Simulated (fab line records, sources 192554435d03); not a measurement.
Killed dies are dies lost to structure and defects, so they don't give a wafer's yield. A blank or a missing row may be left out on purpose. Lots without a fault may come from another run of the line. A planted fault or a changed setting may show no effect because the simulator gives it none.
Chamber matching | flow n5_finfet | N5_PMOS_HMC_CHANNEL_EPI_CMP_21 on cmp-03: 4 sister chambers
The step polishes SiGe30, target thk 54 nm. 27 wafers are shown with their chamber, then 12 later ones without.

WAFERS WITH THEIR CHAMBER
wafer  | chamber | motor_current_A (A)
L075.2 | 1       | 13.2
L075.4 | 0       | 12.7
L075.6 | 0       | 12.9
L081.2 | 2       | 14.0
L081.3 | 3       | 11.3
L081.4 | 1       | 13.5
L082.3 | 0       | 12.3
L082.4 | 2       | 13.4
L082.6 | 0       | 12.0
L083.1 | 1       | 13.9
L083.4 | 2       | 14.1
L083.5 | 2       | 14.3
L083.2 | 3       | 10.8
L083.3 | 0       | 12.5
L083.6 | 3       | 11.0
L086.2 | 2       | 13.5
L086.3 | 0       | 12.8
L086.6 | 1       | 13.8
L087.1 | 0       | 12.8
L087.2 | 1       | 13.7
L087.5 | 2       | 14.1
L087.3 | 3       | 11.4
L087.4 | 2       | 13.6
L087.6 | 1       | 13.6
L090.1 | 2       | 14.2
L090.4 | 1       | 13.1
L090.5 | 3       | 10.1

SIGNATURES (means of the wafers above)
reading         | chamber 0 | chamber 1 | chamber 2 | chamber 3 | scatter within a chamber
motor_current_A | 12.571    | 13.543    | 13.900    | 10.920    | 0.366
Rule: a wafer's distance from a chamber is the root of the sum, over the readings, of the square of ((its reading less the chamber's mean) divided by the reading's scatter). The wafer belongs to the nearest chamber; if the next one is less than 2 further off, it can't be placed. The scatter: the root of (the sum of the squares of (reading less its chamber's mean) over the shown wafers, divided by (wafers less chambers)).

WAFERS WITHOUT THEIR CHAMBER
wafer  | motor_current_A (A)
L091.1 | 13.2
L091.4 | 12.3
L091.5 | 12.8
L091.2 | 10.5
L091.3 | 13.6
L091.6 | 13.4
L096.3 | 13.9
L096.4 | 14.2
L096.5 | 14.0
L096.1 | 12.7
L096.2 | 10.6
L096.6 | 14.9

WHICH CHAMBER EACH WENT THROUGH
wafer  | from the rows above          | in truth
L091.1 | can't be placed: 1 or 0 or 2 | 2
L091.4 | 0                            | 0
L091.5 | can't be placed: 0 or 1      | 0
L091.2 | 3                            | 3
L091.3 | can't be placed: 1 or 2      | 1
L091.6 | can't be placed: 1 or 2 or 0 | 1
L096.3 | can't be placed: 2 or 1      | 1
L096.4 | can't be placed: 2 or 1      | 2
L096.5 | can't be placed: 2 or 1      | 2
L096.1 | can't be placed: 0 or 1      | 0
L096.2 | 3                            | 3
L096.6 | can't be placed: 2 or 1      | 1
Placed correctly: 3 of 12. Can't be placed from these rows: 9 (the true chamber is among the candidates in 9). Placed wrongly: 0.
